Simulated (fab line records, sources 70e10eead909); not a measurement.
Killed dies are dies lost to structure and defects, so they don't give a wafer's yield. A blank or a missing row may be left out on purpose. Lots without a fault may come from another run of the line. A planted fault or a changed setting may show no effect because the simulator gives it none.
fab line records | flow nand_harc | part 2 of 2: steps 21 to 26 of 26
record lots=5 wafers=15 last_day=32
route steps=1302 shown A_CHANNEL_HOLE_D1@453
lots that met no fault: from a run of the same line without faults
start_h: hours from the record's first day to the start of the lot's first wafer shown | wait_h: hours since the lot's step before | " the same as in the row above | L1.1+2: a row that stands for several wafers | - no value, or no start given | * or withheld: withheld | < > ~ a bound
route shown NAME@n: a module of which the file shows steps, and the number in the route of the first | usual: mean/standard deviation of fault-free wafers | same: alike in all rows | chamber/n: place in a boat | sites: the reading at each site | _std_site: their standard deviation | _edge_site: outer sites' mean less inner sites' | radius_mm: how far each site lies from the wafer's centre | mask NAME#n: copy n | behind: the tool/chamber that last shaped the wafer | hold: why the lot was held/for how many hours/how that ended | device: the transistor (n, p or np) that didn't switch | end of line: the same wafers' tests at the end of the route | a step without rows: its recipe alone | killed: dies lost to structure and defects at the first sort, not the wafer's yield | map: a wafer's dies, x killed, . not, _ none there
set.NAME: the setting as run; set.NAME@STEP: as run at that earlier step | model.NAME: the simulator's own value behind a step, which no gauge read
lots at some steps of the route; a table a step, a row a wafer
services: from which hour (start_h, from the record's first day; less than 0 if before it) a tool's chamber was out of use, for how many hours, and why
## steps
# step NHARC_A_CHANNEL_HOLE_D1_ETCH_21
# recipe bias_v=3000 source_w=withheld pressure_mtorr=20 time_s=514.3 ar_flow_sccm=375 c4f8_flow_sccm=89.3 o2_flow_sccm=35.7 temp_c=-20 target_depth_a=16000 chemistry=C4F8/O2/Ar
# usual drypump_motor_current_A=6.0/0.7 showerhead_plenum_p_Torr=3.60/0.12 throttle_valve_pct=32.155/0.0092
# columns lot.wafer tool chamber start_h wait_h drypump_motor_current_A rf_hours_counter_h showerhead_plenum_p_Torr throttle_valve_pct
L081.1 har_etch-02 1 258.43 0.3 4.9 332 3.75 32.161
L081.3 " 1 " " 5.0 - 3.75 32.144
L081.6 " 1 " " 5.0 - 3.75 32.149
L084.2 har_etch-02 0 280.94 0.3 6.7 347 3.48 32.161
L084.1 " 1 " " 4.9 347 3.74 32.168
L084.6 " 0 " " 6.7 - 3.48 32.161
L091.2 har_etch-02 0 355.98 0.3 6.7 389 3.46 32.149
L091.4 " 0 " " 6.7 - 3.46 32.150
L091.6 " 1 " " 4.9 - 3.71 32.135
L092.2 har_etch-01 1 358.88 0.3 6.5 191 3.47 32.173
L092.3 " 0 " " 5.8 - 3.67 32.145
L092.6 " 0 " " 5.8 - 3.67 32.157
L093.1 har_etch-02 0 375.13 0.3 6.7 401 3.45 32.153
L093.3 " 1 " " 4.9 - 3.71 32.148
L093.6 " 0 " " 6.7 - 3.45 32.154
# step NHARC_A_CHANNEL_HOLE_D1_ETCH_22
# recipe bias_v=3000 source_w=withheld pressure_mtorr=20 time_s=666.7 ar_flow_sccm=375 c4f8_flow_sccm=89.3 o2_flow_sccm=35.7 temp_c=-20 target_depth_a=16000 chemistry=C4F8/O2/Ar
# usual drypump_motor_current_A=6.0/0.69 showerhead_plenum_p_Torr=3.60/0.12 throttle_valve_pct=32.154/0.0091
# columns lot.wafer tool chamber start_h wait_h drypump_motor_current_A rf_hours_counter_h showerhead_plenum_p_Torr throttle_valve_pct
L081.1 har_etch-02 1 258.87 0.4 5.0 332 3.75 32.131
L081.3 " 1 " " 5.0 - 3.75 32.153
L081.6 " 1 " " 5.0 - 3.75 32.151
L084.2 har_etch-02 0 281.38 0.4 6.7 347 3.48 32.158
L084.1 " 1 " " 5.0 347 3.74 32.154
L084.6 " 0 " " 6.7 - 3.48 32.146
L091.2 har_etch-02 0 356.44 0.4 6.7 390 3.46 32.170
L091.4 " 0 " " 6.7 - 3.46 32.148
L091.6 " 1 " " 4.9 - 3.71 32.142
L092.2 har_etch-01 1 359.34 0.4 6.6 191 3.47 32.144
L092.3 " 0 " " 5.8 - 3.67 32.152
L092.6 " 0 " " 5.8 - 3.67 32.162
L093.1 har_etch-02 0 375.59 0.4 6.7 401 3.45 32.153
L093.3 " 1 " " 5.0 - 3.71 32.151
L093.6 " 0 " " 6.7 - 3.45 32.165
# step NHARC_A_CHANNEL_HOLE_D1_ETCH_23
# recipe bias_v=5000 source_w=withheld pressure_mtorr=20 time_s=819 ar_flow_sccm=375 c4f8_flow_sccm=89.3 o2_flow_sccm=35.7 temp_c=-20 target_depth_a=16000 chemistry=C4F8/O2/Ar
# usual drypump_motor_current_A=6.0/0.7 showerhead_plenum_p_Torr=3.60/0.12 throttle_valve_pct=32.155/0.0084
# columns lot.wafer tool chamber start_h wait_h drypump_motor_current_A rf_hours_counter_h showerhead_plenum_p_Torr throttle_valve_pct
L081.1 har_etch-02 1 259.44 0.5 4.9 333 3.75 32.162
L081.3 " 1 " " 4.9 - 3.75 32.155
L081.6 " 1 " " 4.9 - 3.75 32.158
L084.2 har_etch-02 0 281.94 0.5 6.7 348 3.48 32.166
L084.1 " 1 " " 5.0 348 3.74 32.153
L084.6 " 0 " " 6.7 - 3.48 32.171
L091.2 har_etch-02 0 357.04 0.5 6.7 390 3.46 32.160
L091.4 " 0 " " 6.7 - 3.46 32.142
L091.6 " 1 " " 4.9 - 3.71 32.158
L092.2 har_etch-01 1 359.93 0.5 6.6 192 3.47 32.151
L092.3 " 0 " " 5.8 - 3.67 32.145
L092.6 " 0 " " 5.9 - 3.67 32.158
L093.1 har_etch-02 0 376.17 0.5 6.7 402 3.45 32.158
L093.3 " 1 " " 4.9 - 3.71 32.154
L093.6 " 0 " " 6.7 - 3.45 32.163
# step NHARC_A_CHANNEL_HOLE_D1_ETCH_24
# recipe bias_v=5000 source_w=withheld pressure_mtorr=20 time_s=906.2 ar_flow_sccm=375 c4f8_flow_sccm=93.8 o2_flow_sccm=31.2 temp_c=-20 target_depth_a=15000 chemistry=C4F8/O2/Ar
# usual drypump_motor_current_A=6.0/0.7 showerhead_plenum_p_Torr=3.59/0.12 throttle_valve_pct=32.236/0.0089
# columns lot.wafer tool chamber start_h wait_h drypump_motor_current_A rf_hours_counter_h showerhead_plenum_p_Torr throttle_valve_pct
L081.1 har_etch-02 1 260.15 0.6 5.0 333 3.74 32.221
L081.3 " 1 " " 4.9 - 3.74 32.232
L081.6 " 1 " " 4.9 - 3.74 32.247
L084.2 har_etch-02 0 282.64 0.6 6.7 349 3.47 32.237
L084.1 " 1 " " 5.0 349 3.73 32.233
L084.6 " 0 " " 6.7 - 3.47 32.237
L091.2 har_etch-02 0 357.74 0.6 6.7 391 3.45 32.234
L091.4 " 0 " " 6.7 - 3.45 32.258
L091.6 " 1 " " 5.0 - 3.71 32.240
L092.2 har_etch-01 1 360.63 0.6 6.6 192 3.47 32.232
L092.3 " 0 " " 5.8 - 3.67 32.232
L092.6 " 0 " " 5.9 - 3.67 32.227
L093.1 har_etch-02 0 376.88 0.6 6.7 403 3.45 32.252
L093.3 " 1 " " 4.9 - 3.70 32.242
L093.6 " 0 " " 6.7 - 3.45 32.230
# step NHARC_A_CHANNEL_HOLE_D1_ETCH_25
# recipe bias_v=5000 source_w=withheld pressure_mtorr=20 time_s=1040.2 ar_flow_sccm=375 c4f8_flow_sccm=93.8 o2_flow_sccm=31.2 temp_c=-20 target_depth_a=15000 chemistry=C4F8/O2/Ar
# usual drypump_motor_current_A=6.0/0.7 showerhead_plenum_p_Torr=3.59/0.12 throttle_valve_pct=32.235/0.0099
# columns lot.wafer tool chamber start_h wait_h drypump_motor_current_A rf_hours_counter_h showerhead_plenum_p_Torr throttle_valve_pct
L081.1 har_etch-02 1 - - 4.9 334 3.74 32.253
L081.3 " 1 " " 4.9 - 3.74 32.232
L081.6 " 1 " " 4.9 - 3.74 32.246
L084.2 har_etch-02 0 283.41 0.6 6.7 349 3.47 32.226
L084.1 " 1 " " 5.0 349 3.73 32.230
L084.6 " 0 " " 6.7 - 3.47 32.250
L091.2 har_etch-02 0 358.53 0.7 6.7 392 3.45 32.252
L091.4 " 0 " " 6.7 - 3.45 32.217
L091.6 " 1 " " 4.9 - 3.71 32.232
L092.2 har_etch-01 1 361.42 0.7 6.6 193 3.47 32.223
L092.3 " 0 " " 5.9 - 3.67 32.243
L092.6 " 0 " " 5.9 - 3.67 32.253
L093.1 har_etch-02 0 377.67 0.7 6.7 403 3.45 32.243
L093.3 " 1 " " 5.0 - 3.70 32.221
L093.6 " 0 " " 6.7 - 3.45 32.247
# step NHARC_A_CHANNEL_HOLE_D1_ETCH_26
# recipe bias_v=300 source_w=2000 pressure_mtorr=30 time_s=224.1 ar_flow_sccm=375 c4f8_flow_sccm=11.4 o2_flow_sccm=113.6 temp_c=-20 target_depth_a=3000 chemistry=C4F8/O2/Ar
# usual drypump_motor_current_A=6.0/0.7 showerhead_plenum_p_Torr=3.64/0.12 throttle_valve_pct=24.584/0.0096
# columns lot.wafer tool chamber start_h wait_h drypump_motor_current_A rf_hours_counter_h showerhead_plenum_p_Torr throttle_valve_pct
L081.1 har_etch-02 1 - - 4.9 335 3.79 24.576
L081.3 " 1 " " 4.9 - 3.79 24.581
L081.6 " 1 " " 5.0 - 3.79 24.603
L084.2 har_etch-02 0 284.28 0.7 6.7 350 3.51 24.582
L084.1 " 1 " " 5.0 350 3.78 24.586
L084.6 " 0 " " 6.7 - 3.51 24.579
L091.2 har_etch-02 0 359.29 0.6 6.7 393 3.49 24.576
L091.4 " 0 " " 6.7 - 3.49 24.575
L091.6 " 1 " " 4.9 - 3.76 24.576
L092.2 har_etch-01 1 362.18 0.6 6.6 194 3.50 24.585
L092.3 " 0 " " 5.9 - 3.72 24.585
L092.6 " 0 " " 5.9 - 3.72 24.571
L093.1 har_etch-02 0 378.44 0.6 6.7 404 3.48 24.580
L093.3 " 1 " " 4.9 - 3.75 24.583
L093.6 " 0 " " 6.7 - 3.48 24.593
## services
# columns tool chamber start_h hours kind
rie_diel-02 - 233.59 0.1 repair
rie_diel-05 - 243.11 18.7 repair
rie_diel-13 0 247.50 - clean
rie_diel-13 1 247.50 - clean
rie_diel-13 2 247.50 - clean
rie_diel-13 3 247.50 - clean
arfi_scanner-01 - 258.08 4.0 pm
rie_diel-02 - 260.06 1.2 repair
arfi_scanner-02 - 264.85 1.0 repair
rie_diel-13 0 272.00 - clean
rie_diel-13 1 272.00 - clean
rie_diel-13 2 272.00 - clean
rie_diel-13 3 272.00 - clean
rie_diel-13 1 280.76 4.2 repair
rie_diel-13 0 296.50 - clean
arfi_scanner-02 - 312.00 4.0 pm
rie_diel-13 - 314.57 3.4 repair
rie_diel-13 1 318.52 8.0 repair
litho_track-01 - 330.00 7.0 pm
litho_track-04 - 334.87 - consumable_replace:filter
rie_diel-13 - 342.00 9.0 pm
litho_track-06 - 354.00 7.0 pm
arfi_scanner-03 - 368.00 4.0 pm
litho_track-04 - 378.00 7.0 pm
